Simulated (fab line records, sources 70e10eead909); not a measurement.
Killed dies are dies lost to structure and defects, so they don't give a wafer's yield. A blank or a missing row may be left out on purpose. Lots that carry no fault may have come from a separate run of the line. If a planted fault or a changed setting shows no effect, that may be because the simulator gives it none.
fab line records	flow nand_harc
record: lots: 6	wafers: 18	last_day: 25
route steps=1159 shown A_WL_FILL@813 END@1159
lots untouched by any fault: they come from a run of this same line in which no faults occurred
start_h: start of the lot's first displayed wafer, in hours after the record's first day	wait_h: hours elapsed since this lot's preceding step	" the same as in the row above	L1.1+2: one row covering several wafers at once	- no value present, or no start provided	* or withheld: withheld	< > ~ a bound
route shown NAME@n: names a module that has steps shown in the file, with the first one's number in the route	usual: average and standard deviation across the fault-free wafers	same: alike in all rows	chamber/n: place in a boat	sites: per-site readings	_std_site: their standard deviation	_edge_site: inner sites' mean taken away from outer sites' mean	radius_mm: for every site, how far away it sits from the centre of the wafer	mask NAME#n: copy n	behind: the last tool/chamber to shape the wafer	hold: why the lot was held/for how many hours/how that ended	device: whichever transistor did not switch (one of n, p or np)	end of line: the same wafers' tests at the end of the route	a step given without rows: its recipe and nothing more	killed: at the first sort, the dies lost to defects and structure; wafer yield is something else	map: shows each die of a wafer: x if killed, . if not, _ if none is there
set.NAME: the setting that was run; set.NAME@STEP: the one run at that earlier step	model.NAME: the simulator's own value behind a step, which no gauge read
certain route steps with their lots: each step a table, each wafer a row
services: when a tool's chamber went out of use (start_h, in hours from the record's first day, below 0 if earlier), for how many hours, and the reason
== steps ==
step: NHARC_A_WL_FILL_CVD_03
recipe: target_thk_a: 400	temp_c: 300	pressure_torr: 40	wf6_flow_sccm: 40	h2_flow_sccm: 1600	ar_flow_sccm: 1560	time_s: 3302	material: W
usual: heater_power_w: 454/34	mfc_wf6_sccm: 40.02/0.13	susceptor_temp_C: 300.02/0.18	throttle_valve_pct: 8.0/0.31
lot.wafer	tool	chamber	start_h	wait_h	heater_power_w	mfc_wf6_sccm	susceptor_temp_C	throttle_valve_pct
L895.2	cvd_w-01	0	374.01	3.0	484	39.94	300.06	8.2
L895.4	"	1	375.41	4.4	453	40.05	300.20	7.9
L895.5	"	1	"	"	449	40.09	300.49	7.8
L898.2	cvd_w-02	1	400.49	5.7	416	39.86	-	7.5
L898.5	"	0	401.88	7.1	484	39.98	-	8.0
L898.6	"	1	"	"	409	39.97	-	8.0
L904.2	cvd_w-01	0	441.16	4.4	497	40.14	299.90	8.3
L904.6	"	0	443.07	6.3	497	40.09	300.18	8.6
L904.5	"	1	"	"	444	39.95	299.72	8.0
L907.2	cvd_w-02	1	442.11	5.3	403	39.93	299.89	7.5
L907.4	"	0	"	"	481	40.07	300.09	8.4
L907.6	"	0	"	"	471	40.11	300.09	8.5
L906.3	cvd_w-01	1	448.85	1.0	466	39.78	299.78	7.9
L906.6	"	1	"	"	461	39.83	300.00	7.9
L906.5	"	0	"	"	497	40.13	299.95	8.5
L913.1	cvd_w-02	1	485.06	11.0	400	39.99	-	7.8
L913.3	"	1	"	"	411	40.22	-	7.7
L913.6	"	1	"	"	401	40.01	-	7.7
step: NHARC_A_WL_FILL_ETCHBACK_04
recipe: target_depth_a: 600	time_s: 120	chemistry: NF3
step: NHARC_A_WL_FILL_ETCHBACK_05
recipe: target_depth_a: 220	time_s: 60	temp_c: 40	chemistry: Cl2/BCl3
usual: chamber_pressure_mTorr: 10.001/0.0086	drypump_motor_current_A: 5.6/0.32	oes_product_au: 1.002/0.0079
lot.wafer	tool	chamber	start_h	wait_h	chamber_pressure_mTorr	drypump_motor_current_A	oes_product_au	rf_hours_counter_h
L895.2	rie_metal-01	0	377.55	0.2	10.003	5.0	1.010	1.2
L895.4	"	0	"	"	9.986	5.0	1.003	-
L895.5	"	1	"	"	9.989	5.6	1.007	-
L898.2	rie_metal-02	0	403.54	0.2	10.005	5.8	1.010	0.1
L898.5	"	1	"	"	9.995	6.0	1.008	-
L898.6	"	0	"	"	9.996	5.8	1.011	-
L904.2	rie_metal-02	0	444.76	0.2	10.005	5.8	0.997	1.3
L904.6	"	0	"	"	9.999	5.8	0.997	-
L904.5	"	1	"	"	10.001	6.0	0.990	-
L907.2	rie_metal-01	0	445.20	0.2	10.018	5.1	1.002	2.7
L907.4	"	0	"	"	10.006	5.1	0.988	-
L907.6	"	1	"	"	9.998	5.6	0.998	-
L906.3	rie_metal-01	1	451.48	0.2	9.985	5.6	0.997	-
L906.6	"	1	"	"	9.997	5.6	1.003	-
L906.5	"	0	"	"	10.013	5.1	0.990	-
L913.1	rie_metal-03	0	488.61	0.2	9.999	5.3	0.999	0.7
L913.3	"	0	"	"	10.000	5.3	0.994	-
L913.6	"	0	"	"	10.003	5.3	1.013	-
step: NHARC_A_WL_FILL_STRIP_27
recipe: power_w: 1500	temp_c: 250	time_s: 20	chemistry: N2/H2
usual: drypump_motor_current_A: 5.7/0.39	heater_power_w: 340/37
lot.wafer	tool	chamber	start_h	wait_h	drypump_motor_current_A	heater_power_w	rf_hours_counter_h
L895.2	plasma_asher-02	1	377.94	0.4	5.1	288	2
L895.4	"	0	"	"	5.7	391	-
L895.5	"	0	"	"	5.7	396	-
L898.2	plasma_asher-02	0	403.66	0.1	5.7	395	8
L898.6	"	0	"	"	5.7	396	-
L898.5	"	1	"	"	5.1	294	-
L904.2	plasma_asher-01	1	444.92	0.1	6.2	356	54
L904.5	"	0	"	"	5.6	331	-
L904.6	"	1	"	"	6.2	357	-
L907.2	plasma_asher-02	0	445.35	0.1	5.7	394	24
L907.4	"	1	"	"	5.1	282	-
L907.6	"	0	"	"	5.8	398	-
L906.3	plasma_asher-02	1	452.00	0.5	5.1	283	-
L906.6	"	0	"	"	5.7	402	-
L906.5	"	1	"	"	5.1	282	-
L913.1	plasma_asher-01	1	488.77	0.2	6.2	339	8
L913.3	"	1	"	"	6.2	345	-
L913.6	"	1	"	"	6.2	346	-
step: NHARC_A_WL_FILL_STRIP_28
recipe: time_s: 1200	temp_c: 72.5	chemistry: post_etch_residue_remover
step: NHARC_A_WL_FILL_PRECLEAN_06
recipe: time_s: 300	chemistry: DIW
step: NHARC_A_WL_FILL_SRD_07
step: NHARC_A_WL_FILL_ANNEAL_08
recipe: temp_c: 450	time_s: 1800
step: NHARC_A_WL_FILL_ALD_10
recipe: target_thk_a: 500	pulse_time_s: 10	ald_cycles: 500	temp_c: 300	material: SiO2
usual: heater_power_w: 472/36	precursor_pulse_height_rel: 1.001/0.021	susceptor_temp_C: 300.02/0.19
lot.wafer	tool	chamber	start_h	wait_h	heater_power_w	precursor_pulse_height_rel	susceptor_temp_C
L895.4	ald_hk-04	3	383.42	0.1	410	0.979	300.04
L895.2	"	1	384.46	1.1	453	1.022	300.43
L895.5	"	0	386.00	2.6	477	0.984	299.93
L898.2	ald_hk-03	0	410.18	1.1	445	1.014	299.53
L898.6	"	2	411.21	2.1	520	1.004	300.33
L898.5	"	3	"	"	481	0.984	300.10
L907.4	ald_hk-04	0	448.92	1.1	485	1.001	300.45
L907.2	"	1	"	"	447	1.000	299.62
L907.6	"	2	"	"	457	1.018	300.11
L904.2	ald_hk-04	2	452.04	4.2	455	1.021	300.19
L904.6	"	0	453.08	5.3	479	0.995	299.80
L904.5	"	1	"	"	443	1.002	299.70
L906.3	ald_hk-03	0	462.69	1.1	430	0.980	300.20
L906.6	"	2	463.74	2.1	521	0.984	300.01
L906.5	"	3	"	"	482	0.991	300.13
L913.1	ald_hk-03	1	494.81	0.1	496	1.009	300.02
L913.3	"	3	495.86	1.1	493	1.010	300.00
L913.6	"	1	496.92	2.2	499	1.010	299.83
step: NHARC_A_WL_FILL_ETCHBACK_16
recipe: target_depth_a: 880	time_s: 17.6	c4f8_flow_sccm: withheld	o2_flow_sccm: 8	ar_flow_sccm: withheld	rf_w: 600	bias_w: 800	chemistry: C4F8/O2/Ar
usual: bias_w: 799.8/2.3	chamber_pressure_mTorr: 25.000/0.022	oes_product_au: 0.99/0.031	rf_vpp_V: 723/4.8
lot.wafer	tool	chamber	start_h	wait_h	bias_w	chamber_pressure_mTorr	oes_product_au	rf_hours_counter_h	rf_vpp_V
L895.4	rie_diel-11	2	-	-	798.3	25.007	1.01	1.2	718
L895.2	"	0	"	"	799.1	24.992	1.01	1.8	720
L895.5	"	2	"	"	797.9	25.017	1.01	-	718
L898.2	rie_diel-08	2	-	-	803.4	24.954	0.99	2.8	718
L898.6	"	0	"	"	799.6	24.961	0.96	-	730
L898.5	"	1	"	"	799.9	24.966	0.99	-	721
L907.4	rie_diel-11	3	-	-	801.4	24.982	0.99	5.6	728
L907.2	"	0	"	"	799.1	24.992	0.98	5.5	718
L907.6	"	2	"	"	797.8	25.001	1.00	-	717
L904.2	rie_diel-08	2	-	-	802.1	25.042	0.99	3.9	718
L904.6	"	3	"	"	799.4	25.013	1.00	-	723
L904.5	"	0	"	"	802.3	24.988	0.99	-	730
L906.3	rie_diel-08	0	-	-	797.6	25.009	0.99	4.0	730
L906.5	"	0	"	"	802.8	25.019	0.99	-	731
L906.6	"	1	"	"	802.3	24.978	1.00	-	720
L913.3	rie_diel-08	2	-	-	796.1	24.992	0.99	0.3	717
L913.1	"	3	"	"	795.0	25.004	0.99	0.3	724
L913.6	"	2	"	"	801.9	25.017	1.00	-	717
step: NHARC_A_WL_FILL_STRIP_29
recipe: time_s: 20	o2_flow_sccm: 500	ar_flow_sccm: 0	bias_w: 0	chemistry: O2
step: NHARC_A_WL_FILL_ETCHBACK_17
recipe: target_depth_a: 40	time_s: 26.7	chemistry: Cl2/BCl3
usual: chamber_pressure_mTorr: 9.999/0.0092	drypump_motor_current_A: 5.6/0.31	oes_product_au: 1.002/0.0091
lot.wafer	tool	chamber	start_h	wait_h	chamber_pressure_mTorr	drypump_motor_current_A	oes_product_au	rf_hours_counter_h
L895.2	rie_metal-01	1	388.28	-	-	-	-	-
L895.4	"	0	"	"	-	-	-	-
L895.5	"	1	"	"	-	-	-	-
L898.2	rie_metal-01	0	413.96	-	-	-	-	-
L898.5	"	0	"	"	-	-	-	-
L898.6	"	1	"	"	-	-	-	-
L907.2	rie_metal-03	1	452.77	-	10.009	5.9	1.011	-
L907.4	"	1	"	"	9.993	5.8	0.998	-
L907.6	"	1	"	"	9.995	5.8	1.007	-
L904.2	rie_metal-01	1	455.85	-	9.991	5.6	1.012	3.2
L904.6	"	1	"	"	10.007	5.6	1.001	-
L904.5	"	0	"	"	9.993	5.1	0.986	-
L906.3	rie_metal-01	0	466.58	-	10.002	5.1	0.989	-
L906.6	"	0	"	"	9.983	5.1	0.998	-
L906.5	"	1	"	"	10.008	5.6	1.006	-
L913.1	rie_metal-01	0	499.72	-	9.991	5.0	0.982	4.3
L913.3	"	0	"	"	9.988	5.0	0.982	-
L913.6	"	0	"	"	9.993	5.1	0.980	-
step: NHARC_A_WL_FILL_PRECLEAN_18
recipe: time_s: 30	chemistry: dHF
step: NHARC_END_SORT_01
recipe: temp_c: 25
usual: killed_at_array: 24/8.7	killed_at_other: 0.8/1.2	killed_at_periphery: 3.6/2.3	killed_dies: 28/8.9	killed_open: 3.2/1.9	killed_short: 2.0/1.6
same: gross_dies: 677
lot.wafer	tool	chamber	start_h	wait_h	hold	killed_at_array	killed_at_other	killed_at_periphery	killed_dies	killed_open	killed_short
L895.2	prober-01	0	488.71	2.8	await_dispo/4.1h/scrap	670	3	4	677	2	3
L895.4	prober-01	0	490.29	3.4	await_dispo/4.1h/scrap	675	0	2	677	2	1
L895.5	prober-01	0	491.09	3.7	await_dispo/4.1h/scrap	670	3	4	677	4	2
L898.2	prober-02	0	497.57	2.8	await_dispo/2.8h/scrap	671	0	6	677	4	1
L898.5	prober-02	0	500.00	3.7	await_dispo/2.8h/scrap	667	0	10	677	5	0
L898.6	prober-02	0	500.81	4.1	await_dispo/2.8h/scrap	668	0	9	677	4	4
L907.2	prober-02	0	546.94	2.8	-	36	0	2	38	3	3
L907.4	prober-02	0	548.56	3.4	-	47	0	2	49	4	3
L907.6	prober-02	0	550.17	4.0	-	35	0	3	38	1	1
L904.2	prober-01	0	554.72	2.8	-	38	0	3	41	3	1
L904.5	prober-01	0	557.08	3.6	-	47	0	1	48	4	2
L904.6	prober-01	0	557.87	3.9	-	38	0	2	40	8	0
L906.3	prober-02	0	563.46	3.1	-	34	0	4	38	2	3
L906.5	prober-02	0	565.03	3.7	-	43	0	7	50	6	0
L906.6	prober-02	0	565.81	3.9	-	35	0	3	38	1	1
killed by level:class
L895.2 A_WL_FILL:area_etchback=636 A_SLIT:chamber_film_flake=13 A_STAIRCASE:chamber_film_flake=8 A_CHANNEL_HOLE_D1:chamber_film_flake=5 A_SGD_CUT:chamber_film_flake=4 THIN_TSV:chamber_film_flake=3 A_WL_FILL:geometric_particle:open=2 P_GATE:geometric_particle:short=1
L895.4 A_WL_FILL:area_etchback=645 A_SLIT:chamber_film_flake=9 A_SGD_CUT:chamber_film_flake=7 A_CHANNEL_HOLE_D1:chamber_film_flake=6 A_STAIRCASE:chamber_film_flake=5 P_M1:geometric_particle:open=1 A_CHANNEL_FILL_D1:geometric_particle:short=1 A_CONTACT:geometric_particle:open=1
L895.5 A_WL_FILL:area_etchback=637 A_SLIT:chamber_film_flake=13 A_STAIRCASE:chamber_film_flake=9 A_SGD_CUT:chamber_film_flake=6 THIN_TSV:chamber_film_flake=3 P_M0:geometric_particle:open=2 P_CONTACT:geometric_particle:open=1 A_ONON_D1:geometric_particle:short=1
L898.2 A_WL_FILL:area_etchback=640 A_SLIT:chamber_film_flake=11 A_CHANNEL_HOLE_D1:chamber_film_flake=6 A_CONTACT:chamber_film_flake=5 A_WL_FILL:chamber_film_flake=4 P_ZERO_WELL:chamber_film_flake=3 A_SGD_CUT:geometric_particle:open=2 P_M2:chamber_film_flake=2
L898.5 A_WL_FILL:area_etchback=641 A_SLIT:chamber_film_flake=11 P_ZERO_WELL:chamber_film_flake=4 P_M2:chamber_film_flake=4 A_CHANNEL_HOLE_D1:chamber_film_flake=4 A_WL_FILL:chamber_film_flake=4 A_STAIRCASE:chamber_film_flake=3 P_CONTACT:geometric_particle:open=1
L898.6 A_WL_FILL:area_etchback=641 A_SLIT:chamber_film_flake=11 A_CONTACT:chamber_film_flake=4 A_CHANNEL_HOLE_D1:chamber_film_flake=3 A_WL_FILL:chamber_film_flake=3 P_CONTACT:geometric_particle:open=2 P_ZERO_WELL:chamber_film_flake=2 P_M2:chamber_film_flake=2
L907.2 A_SLIT:chamber_film_flake=16 A_CHANNEL_HOLE_D1:chamber_film_flake=13 A_CONTACT:geometric_particle:open=2 P_M1:geometric_particle:short=1 A_SOURCE_PLATE:geometric_particle:short=1 A_ONON_D1:geometric_particle:short=1 A_M0:geometric_particle:open=1 P_GATE:chamber_film_flake=1
L907.4 A_CHANNEL_HOLE_D1:chamber_film_flake=20 A_SLIT:chamber_film_flake=17 A_CONTACT:geometric_particle:open=3 P_STI:chamber_film_flake=2 A_ONON_D1:geometric_particle:short=1 A_SGD_CUT:geometric_particle:short=1 A_WL_FILL:geometric_particle:short=1 A_M0:geometric_particle:open=1
L907.6 A_CHANNEL_HOLE_D1:chamber_film_flake=17 A_SLIT:chamber_film_flake=13 P_M0:chamber_film_flake=2 P_CONTACT:geometric_particle:short=1 A_CONTACT:geometric_particle:open=1 A_CHANNEL_FILL_D1:chamber_film_flake=1 A_STAIRCASE:chamber_film_flake=1 A_WL_FILL:chamber_film_flake=1
L904.2 A_CHANNEL_HOLE_D1:chamber_film_flake=17 A_SLIT:chamber_film_flake=14 A_CONTACT:chamber_film_flake=3 P_GATE:chamber_film_flake=2 A_ONON_D1:geometric_particle:short=1 A_CHANNEL_FILL_D1:geometric_particle:open=1 A_SGD_CUT:geometric_particle:open=1 A_CONTACT:geometric_particle:open=1
L904.5 A_SLIT:chamber_film_flake=19 A_CHANNEL_HOLE_D1:chamber_film_flake=17 A_CONTACT:chamber_film_flake=4 P_M0:geometric_particle:open=1 A_CHANNEL_HOLE_D1:geometric_particle:short=1 A_CHANNEL_FILL_D1:geometric_particle:open=1 A_WL_FILL:geometric_particle:open=1 A_BLC:geometric_particle:open=1
L904.6 A_SLIT:chamber_film_flake=15 A_CHANNEL_HOLE_D1:chamber_film_flake=12 A_CONTACT:chamber_film_flake=4 A_ONON_D1:geometric_particle:open=2 A_CONTACT:geometric_particle:open=2 P_M0:geometric_particle:open=1 P_M1:geometric_particle:open=1 A_WL_FILL:geometric_particle:open=1
L906.3 A_SLIT:chamber_film_flake=17 A_CHANNEL_HOLE_D1:chamber_film_flake=3 A_CONTACT:chamber_film_flake=3 A_BLC:chamber_film_flake=3 A_WL_FILL:geometric_particle:short=2 A_ZERO_WELL:chamber_film_flake=2 A_BONDPAD:chamber_film_flake=2 P_GATE:geometric_particle:open=1
L906.5 A_SLIT:chamber_film_flake=15 A_CONTACT:chamber_film_flake=6 A_BLC:chamber_film_flake=6 A_BONDPAD:chamber_film_flake=4 A_CONTACT:geometric_particle:open=3 P_ZERO_WELL:chamber_film_flake=3 A_CHANNEL_HOLE_D1:chamber_film_flake=3 P_GATE:chamber_film_flake=2
L906.6 A_SLIT:chamber_film_flake=13 A_CHANNEL_HOLE_D1:chamber_film_flake=8 A_BLC:chamber_film_flake=6 A_BONDPAD:chamber_film_flake=3 A_CONTACT:chamber_film_flake=2 A_CHANNEL_FILL_D1:geometric_particle:open=1 A_CONTACT:geometric_particle:short=1 P_STI:chamber_film_flake=1
map L895.2 (x killed, . not)
____________x____________
_________xxxxxxx_________
_______xxxxxxxxxxx_______
______xxxxxxxxxxxxx______
_____xxxxxxxxxxxxxxx_____
____xxxxxxxxxxxxxxxxx____
____xxxxxxxxxxxxxxxxx____
___xxxxxxxxxxxxxxxxxxx___
___xxxxxxxxxxxxxxxxxxx___
__xxxxxxxxxxxxxxxxxxxxx__
__xxxxxxxxxxxxxxxxxxxxx__
_xxxxxxxxxxxxxxxxxxxxxxx_
_xxxxxxxxxxxxxxxxxxxxxxx_
_xxxxxxxxxxxxxxxxxxxxxxx_
_xxxxxxxxxxxxxxxxxxxxxxx_
_xxxxxxxxxxxxxxxxxxxxxxx_
xxxxxxxxxxxxxxxxxxxxxxxxx
xxxxxxxxxxxxxxxxxxxxxxxxx
xxxxxxxxxxxxxxxxxxxxxxxxx
xxxxxxxxxxxxxxxxxxxxxxxxx
xxxxxxxxxxxxxxxxxxxxxxxxx
_xxxxxxxxxxxxxxxxxxxxxxx_
_xxxxxxxxxxxxxxxxxxxxxxx_
_xxxxxxxxxxxxxxxxxxxxxxx_
_xxxxxxxxxxxxxxxxxxxxxxx_
_xxxxxxxxxxxxxxxxxxxxxxx_
__xxxxxxxxxxxxxxxxxxxxx__
__xxxxxxxxxxxxxxxxxxxxx__
___xxxxxxxxxxxxxxxxxxx___
___xxxxxxxxxxxxxxxxxxx___
____xxxxxxxxxxxxxxxxx____
____xxxxxxxxxxxxxxxxx____
_____xxxxxxxxxxxxxxx_____
______xxxxxxxxxxxxx______
_______xxxxxxxxxxx_______
_________xxxxxxx_________
____________x____________
map L898.2 (x killed, . not)
____________x____________
_________xxxxxxx_________
_______xxxxxxxxxxx_______
______xxxxxxxxxxxxx______
_____xxxxxxxxxxxxxxx_____
____xxxxxxxxxxxxxxxxx____
____xxxxxxxxxxxxxxxxx____
___xxxxxxxxxxxxxxxxxxx___
___xxxxxxxxxxxxxxxxxxx___
__xxxxxxxxxxxxxxxxxxxxx__
__xxxxxxxxxxxxxxxxxxxxx__
_xxxxxxxxxxxxxxxxxxxxxxx_
_xxxxxxxxxxxxxxxxxxxxxxx_
_xxxxxxxxxxxxxxxxxxxxxxx_
_xxxxxxxxxxxxxxxxxxxxxxx_
_xxxxxxxxxxxxxxxxxxxxxxx_
xxxxxxxxxxxxxxxxxxxxxxxxx
xxxxxxxxxxxxxxxxxxxxxxxxx
xxxxxxxxxxxxxxxxxxxxxxxxx
xxxxxxxxxxxxxxxxxxxxxxxxx
xxxxxxxxxxxxxxxxxxxxxxxxx
_xxxxxxxxxxxxxxxxxxxxxxx_
_xxxxxxxxxxxxxxxxxxxxxxx_
_xxxxxxxxxxxxxxxxxxxxxxx_
_xxxxxxxxxxxxxxxxxxxxxxx_
_xxxxxxxxxxxxxxxxxxxxxxx_
__xxxxxxxxxxxxxxxxxxxxx__
__xxxxxxxxxxxxxxxxxxxxx__
___xxxxxxxxxxxxxxxxxxx___
___xxxxxxxxxxxxxxxxxxx___
____xxxxxxxxxxxxxxxxx____
____xxxxxxxxxxxxxxxxx____
_____xxxxxxxxxxxxxxx_____
______xxxxxxxxxxxxx______
_______xxxxxxxxxxx_______
_________xxxxxxx_________
____________x____________
== services ==
tool	chamber	start_h	hours	kind
rie_diel-11	1	359.35	5.1	repair
rie_diel-08	0	359.85	-	clean
rie_diel-08	1	359.85	-	clean
rie_diel-08	2	359.85	-	clean
rie_diel-08	3	359.85	-	clean
plasma_asher-02	-	360.08	9.0	pm
plasma_asher-02	0	360.08	9.0	vent_cycle
plasma_asher-02	1	360.08	9.0	vent_cycle
rie_diel-11	-	366.50	9.0	pm
ald_hk-04	-	367.66	10.0	pm
cvd_w-02	-	379.51	13.0	pm
rie_metal-01	-	381.17	0.7	repair
rie_metal-02	-	388.06	9.0	pm
rie_metal-03	-	396.47	0.5	repair
rie_metal-03	-	401.76	0.6	repair
rie_diel-08	0	408.98	2.5	repair
cvd_w-02	0	410.45	3.2	repair
rie_metal-03	0	450.61	4.3	repair
rie_metal-03	-	453.00	9.0	pm
plasma_asher-01	-	453.17	9.0	pm
cvd_w-01	-	476.98	13.0	pm
rie_diel-08	-	478.85	9.0	pm
rie_diel-11	3	485.16	3.7	repair
ald_hk-03	-	499.21	0.5	repair
== key ==
first_sign: step: NHARC_A_WL_FILL_ETCHBACK_17	reading: tool_record	direction: missing
effect: step: NHARC_END_SORT_01	reading: killed_at_array	direction: up	sigmas: 74	usual: 24	struck: 670
more_kills_born_at: NHARC_A_WL_FILL_ETCHBACK_17@rie_metal-01: 3840
met_at NHARC_A_WL_FILL_ETCHBACK_17
struck_wafers L895.2,L895.4,L895.5,L898.2,L898.5,L898.6
later_rows_left_out L895.2,L895.4,L895.5,L898.2,L898.5,L898.6
tester_left_out L895,L898
fault: kind: skipped_step_whole	tool: rie_metal-01	chamber: -	onset_h: 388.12	steps: NHARC_A_WL_FILL_ETCHBACK_17	scope: struck_lots_only
tester_left_out: of these lots the tester's yield and bins aren't shown, on N5 and GAA mostly nor the transistor test; their killed dies are dies lost to structure and defects alone, not to doping, threshold or leakage, so they don't give the yield
later_rows_left_out: the simulator's readings of these wafers behind a module that went badly wrong aren't trusted and aren't shown, but for the sort
